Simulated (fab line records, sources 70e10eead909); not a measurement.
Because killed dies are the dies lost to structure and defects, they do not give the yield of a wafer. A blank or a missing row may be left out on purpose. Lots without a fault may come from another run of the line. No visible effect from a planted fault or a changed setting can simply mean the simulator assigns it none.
The tool behind it: which one? | flow nandHarc | 30 wafers from 10 lots sampled at 4 of the route's 1302 steps

WHAT THE GAUGES SHOWED, per wafer
NHARC_P_M0_CD_MEAS_09: the cd target is 90 nm.
lot  | measured     | on       | cdNm (nm)
L990 | day 7 05:42  | cdSem-02 | 90.4 90.8 90.3
L992 | day 8 11:09  | cdSem-02 | 88.8 89.2 88.8
L993 | day 8 15:20  | cdSem-02 | 88.7 88.1 88.9
L994 | day 8 22:10  | cdSem-02 | 90.2 90.3 90.0
L997 | day 10 09:37 | cdSem-03 | 90.3 91.1 89.7
L101 | day 12 02:28 | cdSem-03 | 89.8 89.5 90.6
L105 | day 13 13:20 | cdSem-02 | 90.6 90.7 90.3
L107 | day 14 07:34 | cdSem-02 | 84.6 85.7 86.0
L109 | day 15 03:22 | cdSem-02 | 86.2 87.8 87.0
L110 | day 15 17:13 | cdSem-02 | 88.8 88.5 89.0

EACH LOT AND THE TOOL THAT RAN IT (in order: tool; ch and the chambers of the sampled wafers; start)
lot  | NHARC_P_CONTACT_ETCH_18                      | NHARC_P_CONTACT_ETCH_31                      | NHARC_P_M0_PEB_07
L990 | rieDiel-06 ch 2,3, day 7 05:37 or earlier    | rieDiel-06 ch 0,3, day 7 05:37 or earlier    | lithoTrack-06 ch 0, day 7 05:37
L992 | rieDiel-09 ch 0,2, day 8 11:04 or earlier    | rieDiel-09 ch 0,3, day 8 11:04 or earlier    | lithoTrack-01 ch 0, day 8 11:04
L993 | rieDiel-03 ch 1,2,3, day 8 15:16 or earlier  | rieDiel-03 ch 0,1,3, day 8 15:16 or earlier  | lithoTrack-01 ch 0, day 8 15:16
L994 | rieDiel-03 ch 0,3, day 8 22:05 or earlier    | rieDiel-03 ch 0,1,3, day 8 22:05 or earlier  | lithoTrack-04 ch 0, day 8 22:05
L997 | rieDiel-06 ch 1,2,3, day 10 09:32 or earlier | rieDiel-06 ch 2,3, day 10 09:32 or earlier   | lithoTrack-04 ch 0, day 10 09:32
L101 | rieDiel-06 ch 0,1, day 12 02:23 or earlier   | rieDiel-06 ch 2,3, day 12 02:23 or earlier   | lithoTrack-04 ch 0, day 12 02:23
L105 | rieDiel-09 ch 1,2,3, day 13 13:15 or earlier | rieDiel-09 ch 1,2,3, day 13 13:15 or earlier | lithoTrack-01 ch 0, day 13 13:15
L107 | rieDiel-03 ch 1,2,3, day 14 07:29 or earlier | rieDiel-03 ch 1,2,3, day 14 07:29 or earlier | lithoTrack-04 ch 0, day 14 07:29
L109 | rieDiel-06 ch 0,1,3, day 15 03:17 or earlier | rieDiel-06 ch 1,2, day 15 03:17 or earlier   | lithoTrack-04 ch 0, day 15 03:17
L110 | rieDiel-03 ch 1,2, day 15 17:08 or earlier   | rieDiel-03 ch 0,2, day 15 17:08 or earlier   | lithoTrack-01 ch 0, day 15 17:08
- NHARC_P_CONTACT_ETCH_18: etches the open film in C4F8/O2/Ar, target depth 481 nm, time 240.5 s.
- NHARC_P_CONTACT_ETCH_31: etches the open film in CH3F/O2, target depth 30 nm, time 85.7 s.
- NHARC_P_M0_PEB_07: peb time 65 s.

THE ANSWER, worked out from the rows above alone
Rule: the lots themselves supply what counts as usual. The widest of any qualifying gaps counts: lots, ordered by their means at a reading, are off when they make up no more than a third of the lots, leave a main group of 4 or more, and stand apart from it by 3 or more times the standard deviation of that group's means. Not used: any main group whose means are identical at the precision the tables above print for the reading. A lot without any number at a reading at which 4 lots or more have one is off too. Where the step has rows for the other lots, those lots are counted as sound.
No lot is off on any of the readings shown, so nothing can be concluded from this.

WHAT HAD BEEN PUT IN BY THE SIMULATOR
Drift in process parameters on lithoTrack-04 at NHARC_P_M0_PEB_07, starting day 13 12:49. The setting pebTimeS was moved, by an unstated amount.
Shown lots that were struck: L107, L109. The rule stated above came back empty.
